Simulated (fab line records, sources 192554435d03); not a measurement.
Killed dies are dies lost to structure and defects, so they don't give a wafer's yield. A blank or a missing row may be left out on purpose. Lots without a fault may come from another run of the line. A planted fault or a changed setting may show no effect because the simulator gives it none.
Chamber matching | flow n5_finfet | N5_BEOL_M0_SAQP_ETCH_102 on rie_si-03: 4 sister chambers
The step etches SiO2 in CF4, target depth 4 nm, time 4.4 s. 8 wafers are shown with their chamber, then 9 later ones without.

WAFERS WITH THEIR CHAMBER
wafer  | chamber | throttle_valve_pct (%) | drypump_motor_current_A (A)
L076.3 | 0       | 21.46                  | 5.87
L078.1 | 0       | 21.45                  | 5.84
L078.4 | 1       | 22.07                  | 5.86
L080.3 | 2       | 21.73                  | 6.29
L080.6 | 3       | 21.55                  | 5.75
L086.4 | 3       | 21.53                  | 5.72
L086.5 | 2       | 21.72                  | 6.25
L086.6 | 1       | 22.07                  | 5.88

WAFERS WITHOUT THEIR CHAMBER
wafer  | throttle_valve_pct (%) | drypump_motor_current_A (A)
L087.2 | 22.06                  | 5.86
L087.4 | 21.74                  | 6.26
L087.5 | 21.73                  | 6.24
L088.2 | 22.07                  | 5.88
L088.3 | 21.46                  | 5.83
L088.5 | 22.07                  | 5.87
L095.2 | 22.07                  | 5.86
L095.3 | 21.46                  | 5.85
L095.6 | 21.54                  | 5.74

WHICH CHAMBER EACH WENT THROUGH
wafer  | from the rows above | in truth
L087.2 | 1                   | 1
L087.4 | 2                   | 2
L087.5 | 2                   | 2
L088.2 | 1                   | 1
L088.3 | 0                   | 0
L088.5 | 1                   | 1
L095.2 | 1                   | 1
L095.3 | 0                   | 0
L095.6 | 3                   | 3
Placed correctly: 9 of 9. Can't be placed from these rows: 0. Placed wrongly: 0.
How it was worked out, from the rows above alone: a wafer's distance from a chamber is the root of the sum, over the readings, of the square of ((its reading less the chamber's mean) divided by the reading's scatter). The wafer belongs to the nearest chamber; if the next one is less than 2 further off, it can't be placed. A chamber's mean is the mean of its shown wafers. The scatter: the root of (the sum of the squares of (reading less its chamber's mean) over the shown wafers, divided by (wafers less chambers)).
